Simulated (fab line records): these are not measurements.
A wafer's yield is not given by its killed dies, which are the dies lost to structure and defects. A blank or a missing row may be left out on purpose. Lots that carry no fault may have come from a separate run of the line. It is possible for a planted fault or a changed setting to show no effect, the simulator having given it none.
Chamber matching	flow n5 finfet	N5_BEOL_M3_VIA_ETCH_34 on rie diel-01: 4 sister chambers
The step etches the open film in C4F6/O2, target depth 69.4 nm, time 65.9 s. 7 wafers are shown with their chamber, then 8 later ones without.

== WAFERS PAIRED WITH THEIR CHAMBERS ==
wafer	chamber	oes product au (a.u.)	drypump motor current A (A)
L076.6	1	0.67	5.6
L077.3	1	0.66	5.6
L074.4	2	0.78	5.7
L079.1	3	0.88	5.5
L079.4	2	0.77	5.7
L079.6	3	0.87	5.6
L083.3	0	0.94	5.2

== WAFERS WITHOUT THEIR CHAMBER ==
wafer	oes product au (a.u.)	drypump motor current A (A)
L083.5	0.85	5.6
L083.6	0.76	5.7
L089.1	0.96	5.6
L089.4	0.84	5.6
L089.6	0.76	5.7
L092.1	0.74	5.7
L092.4	0.82	5.6
L092.5	0.82	5.6

== WHICH CHAMBER EACH WENT THROUGH ==
wafer	from the rows above	in truth
L083.5	3	3
L083.6	2	2
L089.1	can't be placed: 0 or 3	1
L089.4	3	3
L089.6	2	2
L092.1	2	2
L092.4	can't be placed: 2 or 3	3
L092.5	can't be placed: 2 or 3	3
5 of 8 placed correctly. From these rows, 3 cannot be placed; in 2 the true chamber is one of the candidates. Wrongly placed: 0.
How it was worked out, from the rows above alone: a wafer's distance from a chamber is the root of the sum, over the readings, of the square of ((its reading less the chamber's mean) divided by the reading's scatter). The wafer belongs to the nearest chamber; if the next one is less than 2 further off, it can't be placed. For every chamber, the mean is computed from those of its wafers that are shown. The scatter: the root of (the sum of the squares of (reading less its chamber's mean) over the shown wafers, divided by (wafers less chambers)).
